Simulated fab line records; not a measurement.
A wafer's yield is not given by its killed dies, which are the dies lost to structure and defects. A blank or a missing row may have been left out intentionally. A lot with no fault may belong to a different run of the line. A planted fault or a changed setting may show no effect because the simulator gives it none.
Chamber matching | flow nand harc | 3 sister chambers for NHARC_A_M0_PRE_CLEAN_31 on pecvd-01
The step time 12 s. 6 wafers are shown with their chamber, then 8 later ones without.

## WAFERS, EACH WITH ITS CHAMBER
wafer  | chamber | heater power w (W)
L088.4 | 0       | 686
L085.5 | 2       | 412
L085.6 | 0       | 564
L090.4 | 2       | 481
L090.5 | 1       | 686
L093.2 | 1       | 704

## WAFERS WITHOUT THEIR CHAMBER
wafer  | heater power w (W)
L093.3 | 644
L093.6 | 707
L094.1 | 675
L094.4 | 650
L094.6 | 472
L096.1 | 711
L096.2 | 411
L096.4 | 689

## WHICH CHAMBER EACH ONE RAN IN
wafer  | from the rows above     | in truth
L093.3 | can't be placed: 0 or 1 | 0
L093.6 | can't be placed: 1 or 0 | 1
L094.1 | can't be placed: 1 or 0 | 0
L094.4 | can't be placed: 0 or 1 | 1
L094.6 | 2                       | 2
L096.1 | can't be placed: 1 or 0 | 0
L096.2 | 2                       | 2
L096.4 | can't be placed: 1 or 0 | 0
2 of 8 placed correctly. Not placeable from these rows: 6 (in 6, the candidates include the true chamber). Placed wrongly: 0.
How it was worked out, from the rows above alone: a wafer's distance from a chamber is the root of the sum, over the readings, of the square of ((its reading less the chamber's mean) divided by the reading's scatter). If the next closest chamber is less than 2 further off than the closest, the wafer can't be placed; otherwise it belongs to the closest. A chamber's mean is the mean of its shown wafers. The scatter: take each reading less its chamber's mean, square it, sum over the shown wafers, divide by the number of wafers less the number of chambers, and take the root.
